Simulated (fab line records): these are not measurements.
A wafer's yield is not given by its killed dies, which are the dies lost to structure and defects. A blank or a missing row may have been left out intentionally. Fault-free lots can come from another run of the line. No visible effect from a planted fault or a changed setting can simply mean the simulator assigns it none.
Which tool did it? || flow nand_harc || Sampling: 12 lots, 36 wafers, 6 of 1302 route steps

== WHAT THE GAUGES SHOWED, per wafer ==
NHARC_A_CHANNEL_HOLE_D1_INSPECT_40. Usual: raw_defect_count reads 73 (standard deviation 28).
{"lot": "L572", "measured": "day 8 23:22", "on": "defect_inspect-02", "raw_defect_count": "75 105 71", "flag": ""}
{"lot": "L574", "measured": "day 9 23:08", "on": "defect_inspect-02", "raw_defect_count": "67 30 34", "flag": ""}
{"lot": "L575", "measured": "day 10 04:10", "on": "defect_inspect-02", "raw_defect_count": "47 40 73", "flag": ""}
{"lot": "L577", "measured": "day 10 19:32", "on": "defect_inspect-02", "raw_defect_count": "100 92 77", "flag": ""}
{"lot": "L576", "measured": "day 11 07:07", "on": "defect_inspect-02", "raw_defect_count": "109 140 113", "flag": ""}
{"lot": "L580", "measured": "day 12 02:11", "on": "defect_inspect-01", "raw_defect_count": "118 82 126", "flag": ""}
{"lot": "L581", "measured": "day 12 22:48", "on": "defect_inspect-02", "raw_defect_count": "120 123 108", "flag": ""}
{"lot": "L583", "measured": "day 13 09:54", "on": "defect_inspect-02", "raw_defect_count": "84 85 95", "flag": ""}
{"lot": "L586", "measured": "day 15 01:55", "on": "defect_inspect-02", "raw_defect_count": "81 885 71", "flag": "OFF"}
{"lot": "L588", "measured": "day 15 06:01", "on": "defect_inspect-02", "raw_defect_count": "109 72 869", "flag": "OFF"}
{"lot": "L594", "measured": "day 18 06:11", "on": "defect_inspect-02", "raw_defect_count": "57 74 52", "flag": ""}
{"lot": "L595", "measured": "day 18 10:23", "on": "defect_inspect-02", "raw_defect_count": "67 74 61", "flag": ""}

NHARC_END_SORT_01. Usual: killed_at_array 49, standard deviation 18; killed_at_other 0.8, standard deviation 1; killed_at_periphery 4.2, standard deviation 2.8; killed_dies 54, standard deviation 18; killed_open 3.0, standard deviation 1.7; killed_short 2.5, standard deviation 1.6.
{"lot": "L586", "measured": "day 30 17:14", "on": "prober-01", "killed_at_array": "74 111 75", "killed_at_other": "0 1 2", "killed_at_periphery": "4 2 4", "killed_dies": "78 114 81", "killed_open": "3 2 8", "killed_short": "2 3 1", "flag": ""}
{"lot": "L588", "measured": "day 31 19:52", "on": "prober-01", "killed_at_array": "85 60 116", "killed_at_other": "0 0 0", "killed_at_periphery": "4 4 9", "killed_dies": "89 64 125", "killed_open": "3 3 4", "killed_short": "3 0 2", "flag": ""}

== WHICH TOOL RAN EACH LOT (tool, then ch and the chambers of the sampled wafers, then the start) ==
{"lot": "L572", "NHARC_A_CHANNEL_HOLE_D1_ETCH_23": "har_etch-02 ch 0,1, day 8 19:10", "NHARC_A_CHANNEL_HOLE_D1_ETCH_26": "har_etch-02 ch 0,1, day 8 21:24", "NHARC_A_CHANNEL_HOLE_D1_ETCH_33": "har_etch-02 ch 0,1, day 8 21:36", "NHARC_A_CHANNEL_HOLE_D1_PRECLEAN_28": "wet_bench-02 ch 2,4,6, day 8 23:02"}
{"lot": "L574", "NHARC_A_CHANNEL_HOLE_D1_ETCH_23": "har_etch-01 ch 0,1, day 9 18:29", "NHARC_A_CHANNEL_HOLE_D1_ETCH_26": "har_etch-01 ch 0,1, day 9 20:50", "NHARC_A_CHANNEL_HOLE_D1_ETCH_33": "har_etch-01 ch 0,1, day 9 21:02", "NHARC_A_CHANNEL_HOLE_D1_PRECLEAN_28": "wet_bench-01 ch 0,5,6, day 9 22:49"}
{"lot": "L575", "NHARC_A_CHANNEL_HOLE_D1_ETCH_23": "har_etch-01 ch 0,1, day 9 23:53", "NHARC_A_CHANNEL_HOLE_D1_ETCH_26": "har_etch-01 ch 0,1, day 10 02:14", "NHARC_A_CHANNEL_HOLE_D1_ETCH_33": "har_etch-01 ch 0,1, day 10 02:26", "NHARC_A_CHANNEL_HOLE_D1_PRECLEAN_28": "wet_bench-01 ch 1,4,6, day 10 03:50"}
{"lot": "L577", "NHARC_A_CHANNEL_HOLE_D1_ETCH_23": "har_etch-02 ch 0,1, day 10 15:07", "NHARC_A_CHANNEL_HOLE_D1_ETCH_26": "har_etch-02 ch 0,1, day 10 17:27", "NHARC_A_CHANNEL_HOLE_D1_ETCH_33": "har_etch-02 ch 0,1, day 10 17:39", "NHARC_A_CHANNEL_HOLE_D1_PRECLEAN_28": "wet_bench-02 ch 0,1,5, day 10 19:13"}
{"lot": "L576", "NHARC_A_CHANNEL_HOLE_D1_ETCH_23": "har_etch-02 ch 0,1, day 11 02:57", "NHARC_A_CHANNEL_HOLE_D1_ETCH_26": "har_etch-02 ch 0,1, day 11 05:12", "NHARC_A_CHANNEL_HOLE_D1_ETCH_33": "har_etch-02 ch 0,1, day 11 05:24", "NHARC_A_CHANNEL_HOLE_D1_PRECLEAN_28": "wet_bench-01 ch 0,4,5, day 11 06:47"}
{"lot": "L580", "NHARC_A_CHANNEL_HOLE_D1_ETCH_23": "har_etch-02 ch 0,1, day 11 22:02", "NHARC_A_CHANNEL_HOLE_D1_ETCH_26": "har_etch-02 ch 0,1, day 12 00:17", "NHARC_A_CHANNEL_HOLE_D1_ETCH_33": "har_etch-02 ch 0,1, day 12 00:29", "NHARC_A_CHANNEL_HOLE_D1_PRECLEAN_28": "wet_bench-01 ch 4,5,6, day 12 01:52"}
{"lot": "L581", "NHARC_A_CHANNEL_HOLE_D1_ETCH_23": "har_etch-02 ch 0,1, day 12 18:38", "NHARC_A_CHANNEL_HOLE_D1_ETCH_26": "har_etch-02 ch 0,1, day 12 20:55", "NHARC_A_CHANNEL_HOLE_D1_ETCH_33": "har_etch-02 ch 0,1, day 12 21:06", "NHARC_A_CHANNEL_HOLE_D1_PRECLEAN_28": "wet_bench-02 ch 1,5,6, day 12 22:28"}
{"lot": "L583", "NHARC_A_CHANNEL_HOLE_D1_ETCH_23": "har_etch-02 ch 1, day 13 05:44", "NHARC_A_CHANNEL_HOLE_D1_ETCH_26": "har_etch-02 ch 1, day 13 08:01", "NHARC_A_CHANNEL_HOLE_D1_ETCH_33": "har_etch-02 ch 1, day 13 08:12", "NHARC_A_CHANNEL_HOLE_D1_PRECLEAN_28": "wet_bench-02 ch 0,5,7, day 13 09:35"}
{"lot": "L586", "NHARC_A_CHANNEL_HOLE_D1_ETCH_23": "har_etch-02 ch 0,1, day 14 21:48", "NHARC_A_CHANNEL_HOLE_D1_ETCH_26": "har_etch-02 ch 0,1, day 14 23:59", "NHARC_A_CHANNEL_HOLE_D1_ETCH_33": "har_etch-02 ch 0,1, day 15 00:11", "NHARC_A_CHANNEL_HOLE_D1_PRECLEAN_28": "wet_bench-02 ch 2,3,5, day 15 01:35"}
{"lot": "L588", "NHARC_A_CHANNEL_HOLE_D1_ETCH_23": "har_etch-02 ch 0,1, day 15 01:44", "NHARC_A_CHANNEL_HOLE_D1_ETCH_26": "har_etch-02 ch 0,1, day 15 04:05", "NHARC_A_CHANNEL_HOLE_D1_ETCH_33": "har_etch-02 ch 0,1, day 15 04:17", "NHARC_A_CHANNEL_HOLE_D1_PRECLEAN_28": "wet_bench-02 ch 2,3,4, day 15 05:41"}
{"lot": "L594", "NHARC_A_CHANNEL_HOLE_D1_ETCH_23": "har_etch-01 ch 0,1, day 18 01:56", "NHARC_A_CHANNEL_HOLE_D1_ETCH_26": "har_etch-01 ch 0,1, day 18 04:15", "NHARC_A_CHANNEL_HOLE_D1_ETCH_33": "har_etch-01 ch 0,1, day 18 04:27", "NHARC_A_CHANNEL_HOLE_D1_PRECLEAN_28": "wet_bench-01 ch 0,4,6, day 18 05:51"}
{"lot": "L595", "NHARC_A_CHANNEL_HOLE_D1_ETCH_23": "har_etch-01 ch 0,1, day 18 06:05", "NHARC_A_CHANNEL_HOLE_D1_ETCH_26": "har_etch-01 ch 0,1, day 18 08:27", "NHARC_A_CHANNEL_HOLE_D1_ETCH_33": "har_etch-01 ch 0,1, day 18 08:39", "NHARC_A_CHANNEL_HOLE_D1_PRECLEAN_28": "wet_bench-01 ch 1,2,5, day 18 10:04"}
- NHARC_A_CHANNEL_HOLE_D1_ETCH_23: etches the open film in C4F8/O2/Ar, time 819 s, target depth 1600 nm.
- NHARC_A_CHANNEL_HOLE_D1_ETCH_26: etches the open film in C4F8/O2/Ar, time 224.1 s, target depth 300 nm.
- NHARC_A_CHANNEL_HOLE_D1_ETCH_33: etches the open film in C4F8/O2/Ar, time 90 s, target depth 400 nm.
- NHARC_A_CHANNEL_HOLE_D1_PRECLEAN_28: cleans in SC1.

== WHAT THE TOOLS THEMSELVES READ (means of the sampled wafers that have a number; where no wafer has one, the mark that the record gives instead) ==
NHARC_A_CHANNEL_HOLE_D1_ETCH_23. Usual: drypump_motor_current_A 5.8 A, standard deviation 0.35; showerhead_plenum_p_Torr 3.69 Torr, standard deviation 0.069; throttle_valve_pct 32.154 %, standard deviation 0.0083.
{"lot": "L572", "tool": "har_etch-02", "drypump_motor_current_A (A)": 5.6, "showerhead_plenum_p_Torr (Torr)": 3.66, "throttle_valve_pct (%)": 32.148, "flag": ""}
{"lot": "L574", "tool": "har_etch-01", "drypump_motor_current_A (A)": 6.1, "showerhead_plenum_p_Torr (Torr)": 3.72, "throttle_valve_pct (%)": 32.147, "flag": ""}
{"lot": "L575", "tool": "har_etch-01", "drypump_motor_current_A (A)": 6.1, "showerhead_plenum_p_Torr (Torr)": 3.72, "throttle_valve_pct (%)": 32.149, "flag": ""}
{"lot": "L577", "tool": "har_etch-02", "drypump_motor_current_A (A)": 5.5, "showerhead_plenum_p_Torr (Torr)": 3.70, "throttle_valve_pct (%)": 32.158, "flag": ""}
{"lot": "L576", "tool": "har_etch-02", "drypump_motor_current_A (A)": 5.5, "showerhead_plenum_p_Torr (Torr)": 3.70, "throttle_valve_pct (%)": 32.149, "flag": ""}
{"lot": "L580", "tool": "har_etch-02", "drypump_motor_current_A (A)": 5.5, "showerhead_plenum_p_Torr (Torr)": 3.70, "throttle_valve_pct (%)": 32.152, "flag": ""}
{"lot": "L581", "tool": "har_etch-02", "drypump_motor_current_A (A)": 5.6, "showerhead_plenum_p_Torr (Torr)": 3.64, "throttle_valve_pct (%)": 32.153, "flag": ""}
{"lot": "L583", "tool": "har_etch-02", "drypump_motor_current_A (A)": 5.4, "showerhead_plenum_p_Torr (Torr)": 3.75, "throttle_valve_pct (%)": 32.145, "flag": ""}
{"lot": "L586", "tool": "har_etch-02", "drypump_motor_current_A (A)": 5.6, "showerhead_plenum_p_Torr (Torr)": 3.62, "throttle_valve_pct (%)": 32.155, "flag": ""}
{"lot": "L588", "tool": "har_etch-02", "drypump_motor_current_A (A)": 5.5, "showerhead_plenum_p_Torr (Torr)": 3.67, "throttle_valve_pct (%)": 32.149, "flag": ""}
{"lot": "L594", "tool": "har_etch-01", "drypump_motor_current_A (A)": 6.2, "showerhead_plenum_p_Torr (Torr)": 3.66, "throttle_valve_pct (%)": 32.154, "flag": ""}
{"lot": "L595", "tool": "har_etch-01", "drypump_motor_current_A (A)": 6.1, "showerhead_plenum_p_Torr (Torr)": 3.66, "throttle_valve_pct (%)": 32.154, "flag": ""}

NHARC_A_CHANNEL_HOLE_D1_ETCH_26. Usual: drypump_motor_current_A 5.8 A, standard deviation 0.35; showerhead_plenum_p_Torr 3.73 Torr, standard deviation 0.073; throttle_valve_pct 24.584 %, standard deviation 0.009.
{"lot": "L572", "tool": "har_etch-02", "drypump_motor_current_A (A)": 5.6, "showerhead_plenum_p_Torr (Torr)": 3.71, "throttle_valve_pct (%)": 24.582, "flag": ""}
{"lot": "L574", "tool": "har_etch-01", "drypump_motor_current_A (A)": 6.1, "showerhead_plenum_p_Torr (Torr)": 3.77, "throttle_valve_pct (%)": 24.577, "flag": ""}
{"lot": "L575", "tool": "har_etch-01", "drypump_motor_current_A (A)": 6.1, "showerhead_plenum_p_Torr (Torr)": 3.77, "throttle_valve_pct (%)": 24.584, "flag": ""}
{"lot": "L577", "tool": "har_etch-02", "drypump_motor_current_A (A)": 5.5, "showerhead_plenum_p_Torr (Torr)": 3.75, "throttle_valve_pct (%)": 24.581, "flag": ""}
{"lot": "L576", "tool": "har_etch-02", "drypump_motor_current_A (A)": 5.5, "showerhead_plenum_p_Torr (Torr)": 3.75, "throttle_valve_pct (%)": 24.583, "flag": ""}
{"lot": "L580", "tool": "har_etch-02", "drypump_motor_current_A (A)": 5.5, "showerhead_plenum_p_Torr (Torr)": 3.75, "throttle_valve_pct (%)": 24.579, "flag": ""}
{"lot": "L581", "tool": "har_etch-02", "drypump_motor_current_A (A)": 5.6, "showerhead_plenum_p_Torr (Torr)": 3.68, "throttle_valve_pct (%)": 24.576, "flag": ""}
{"lot": "L583", "tool": "har_etch-02", "drypump_motor_current_A (A)": 5.4, "showerhead_plenum_p_Torr (Torr)": 3.80, "throttle_valve_pct (%)": 24.581, "flag": ""}
{"lot": "L586", "tool": "har_etch-02", "drypump_motor_current_A (A)": 5.6, "showerhead_plenum_p_Torr (Torr)": 3.66, "throttle_valve_pct (%)": 24.584, "flag": ""}
{"lot": "L588", "tool": "har_etch-02", "drypump_motor_current_A (A)": 5.5, "showerhead_plenum_p_Torr (Torr)": 3.72, "throttle_valve_pct (%)": 24.583, "flag": ""}
{"lot": "L594", "tool": "har_etch-01", "drypump_motor_current_A (A)": 6.1, "showerhead_plenum_p_Torr (Torr)": 3.70, "throttle_valve_pct (%)": 24.590, "flag": ""}
{"lot": "L595", "tool": "har_etch-01", "drypump_motor_current_A (A)": 6.1, "showerhead_plenum_p_Torr (Torr)": 3.70, "throttle_valve_pct (%)": 24.582, "flag": ""}

NHARC_A_CHANNEL_HOLE_D1_ETCH_33. Usual: drypump_motor_current_A 5.8 A, standard deviation 0.35; showerhead_plenum_p_Torr 3.72 Torr, standard deviation 0.071; throttle_valve_pct 27.620 %, standard deviation 0.01.
{"lot": "L572", "tool": "har_etch-02", "drypump_motor_current_A (A)": 5.6, "showerhead_plenum_p_Torr (Torr)": 3.70, "throttle_valve_pct (%)": 27.631, "flag": ""}
{"lot": "L574", "tool": "har_etch-01", "drypump_motor_current_A (A)": 6.1, "showerhead_plenum_p_Torr (Torr)": 3.76, "throttle_valve_pct (%)": 27.617, "flag": ""}
{"lot": "L575", "tool": "har_etch-01", "drypump_motor_current_A (A)": 6.1, "showerhead_plenum_p_Torr (Torr)": 3.76, "throttle_valve_pct (%)": 27.632, "flag": ""}
{"lot": "L577", "tool": "har_etch-02", "drypump_motor_current_A (A)": 5.5, "showerhead_plenum_p_Torr (Torr)": 3.75, "throttle_valve_pct (%)": 27.618, "flag": ""}
{"lot": "L576", "tool": "har_etch-02", "drypump_motor_current_A (A)": 5.5, "showerhead_plenum_p_Torr (Torr)": 3.74, "throttle_valve_pct (%)": 27.617, "flag": ""}
{"lot": "L580", "tool": "har_etch-02", "drypump_motor_current_A (A)": 5.5, "showerhead_plenum_p_Torr (Torr)": 3.74, "throttle_valve_pct (%)": 27.611, "flag": ""}
{"lot": "L581", "tool": "har_etch-02", "drypump_motor_current_A (A)": 5.6, "showerhead_plenum_p_Torr (Torr)": 3.68, "throttle_valve_pct (%)": 27.617, "flag": ""}
{"lot": "L583", "tool": "har_etch-02", "drypump_motor_current_A (A)": 5.4, "showerhead_plenum_p_Torr (Torr)": 3.79, "throttle_valve_pct (%)": 27.619, "flag": ""}
{"lot": "L586", "tool": "har_etch-02", "drypump_motor_current_A (A)": 5.6, "showerhead_plenum_p_Torr (Torr)": 3.66, "throttle_valve_pct (%)": 27.617, "flag": ""}
{"lot": "L588", "tool": "har_etch-02", "drypump_motor_current_A (A)": 5.5, "showerhead_plenum_p_Torr (Torr)": 3.71, "throttle_valve_pct (%)": 27.624, "flag": ""}
{"lot": "L594", "tool": "har_etch-01", "drypump_motor_current_A (A)": 6.1, "showerhead_plenum_p_Torr (Torr)": 3.70, "throttle_valve_pct (%)": 27.613, "flag": ""}
{"lot": "L595", "tool": "har_etch-01", "drypump_motor_current_A (A)": 6.1, "showerhead_plenum_p_Torr (Torr)": 3.69, "throttle_valve_pct (%)": 27.623, "flag": ""}

NHARC_A_CHANNEL_HOLE_D1_PRECLEAN_28. Usual: nh4oh_flow_mL_min reads 28.31 (standard deviation 0.091).
{"lot": "L572", "tool": "wet_bench-02", "nh4oh_flow_mL_min": 28.24, "flag": ""}
{"lot": "L574", "tool": "wet_bench-01", "nh4oh_flow_mL_min": 28.24, "flag": ""}
{"lot": "L575", "tool": "wet_bench-01", "nh4oh_flow_mL_min": 28.32, "flag": ""}
{"lot": "L577", "tool": "wet_bench-02", "nh4oh_flow_mL_min": 28.38, "flag": ""}
{"lot": "L576", "tool": "wet_bench-01", "nh4oh_flow_mL_min": 28.30, "flag": ""}
{"lot": "L580", "tool": "wet_bench-01", "nh4oh_flow_mL_min": 28.20, "flag": ""}
{"lot": "L581", "tool": "wet_bench-02", "nh4oh_flow_mL_min": 28.31, "flag": ""}
{"lot": "L583", "tool": "wet_bench-02", "nh4oh_flow_mL_min": 28.31, "flag": ""}
{"lot": "L586", "tool": "wet_bench-02", "nh4oh_flow_mL_min": 28.38, "flag": ""}
{"lot": "L588", "tool": "wet_bench-02", "nh4oh_flow_mL_min": 28.36, "flag": ""}
{"lot": "L594", "tool": "wet_bench-01", "nh4oh_flow_mL_min": 28.30, "flag": ""}
{"lot": "L595", "tool": "wet_bench-01", "nh4oh_flow_mL_min": 28.35, "flag": ""}

== THE ANSWER, worked out from the rows above alone ==
Rule: a lot counts as off when the mean over its wafers that have a number is more than 3 standard deviations away from the usual mean. Also off: a lot with no number at a reading for which 4 or more lots have one. Any other lot the step has rows for is counted as sound. After the gauges, taken in route order, come the tools' own readings; for these a lot's mean is taken, as printed above. At the first step where some lot is off, the reading lying furthest off is the one used; lots without a number count as furthest.
Off: L586, L588 (NHARC_A_CHANNEL_HOLE_D1_INSPECT_40, raw_defect_count).
A tool fits if, at a process step before that reading, it ran every lot that is off, and no sound lot after the first of them. Those tools and the gauges at NHARC_A_CHANNEL_HOLE_D1_INSPECT_40 are tried in the same way. 2 tools fit, har_etch-02 at NHARC_A_CHANNEL_HOLE_D1_ETCH_23 and NHARC_A_CHANNEL_HOLE_D1_ETCH_26 and NHARC_A_CHANNEL_HOLE_D1_ETCH_33 and wet_bench-02 at NHARC_A_CHANNEL_HOLE_D1_PRECLEAN_28, so this cannot tell which one it is.

== WHAT WAS PUT IN BY THE SIMULATOR ==
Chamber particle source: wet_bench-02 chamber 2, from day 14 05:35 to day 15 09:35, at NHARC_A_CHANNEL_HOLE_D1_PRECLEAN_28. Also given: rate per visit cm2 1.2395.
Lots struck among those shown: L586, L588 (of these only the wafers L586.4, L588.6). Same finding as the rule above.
